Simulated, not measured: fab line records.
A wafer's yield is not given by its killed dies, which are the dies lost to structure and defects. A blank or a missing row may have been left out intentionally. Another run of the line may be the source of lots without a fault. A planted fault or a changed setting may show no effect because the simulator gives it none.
Chamber matching	flow nandHarc	NHARC_A_CHANNEL_FILL_D2_ETCHBACK_20 on rieDiel-05 has 4 sister chambers
The step etches the open film in C4F8/O2/Ar, target depth 27 nm, time 13.5 s. 4 wafers are shown with their chamber, then 12 later ones without.

## WAFERS PAIRED WITH THEIR CHAMBERS
wafer	chamber	rfVppV (V)
L086.6	2	975
L089.2	0	985
L089.4	3	984
L089.5	1	976

## WAFERS WITH NO CHAMBER GIVEN
wafer	rfVppV (V)
L090.1	983
L090.2	976
L090.3	985
L092.1	988
L092.3	973
L092.5	971
L094.1	972
L094.4	986
L094.5	986
L096.4	975
L096.5	972
L096.6	983

## WHICH CHAMBER EACH WENT THROUGH
wafer	from the rows above	in truth
L090.1	can't be placed: 3 or 0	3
L090.2	can't be placed: 1 or 2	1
L090.3	can't be placed: 0 or 3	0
L092.1	can't be placed: 0 or 3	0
L092.3	can't be placed: 2 or 1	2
L092.5	can't be placed: 2 or 1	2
L094.1	can't be placed: 2 or 1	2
L094.4	can't be placed: 0 or 3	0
L094.5	can't be placed: 0 or 3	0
L096.4	can't be placed: 2 or 1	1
L096.5	can't be placed: 2 or 1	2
L096.6	can't be placed: 3 or 0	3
0 of 12 placed correctly. Can't be placed from these rows: 12 (the true chamber is among the candidates in 12). Number placed wrongly: 0.
How it was worked out, from the rows above alone: a wafer's distance from a chamber is the root of the sum, over the readings, of the square of ((its reading less the chamber's mean) divided by the reading's scatter). The wafer belongs to the nearest chamber; if the next one is less than 2 further off, it can't be placed. Each chamber's mean is taken over the wafers shown for it. The scatter: root of mean squared gap, hidden wafer to nearest shown wafer, with one shown wafer a chamber.
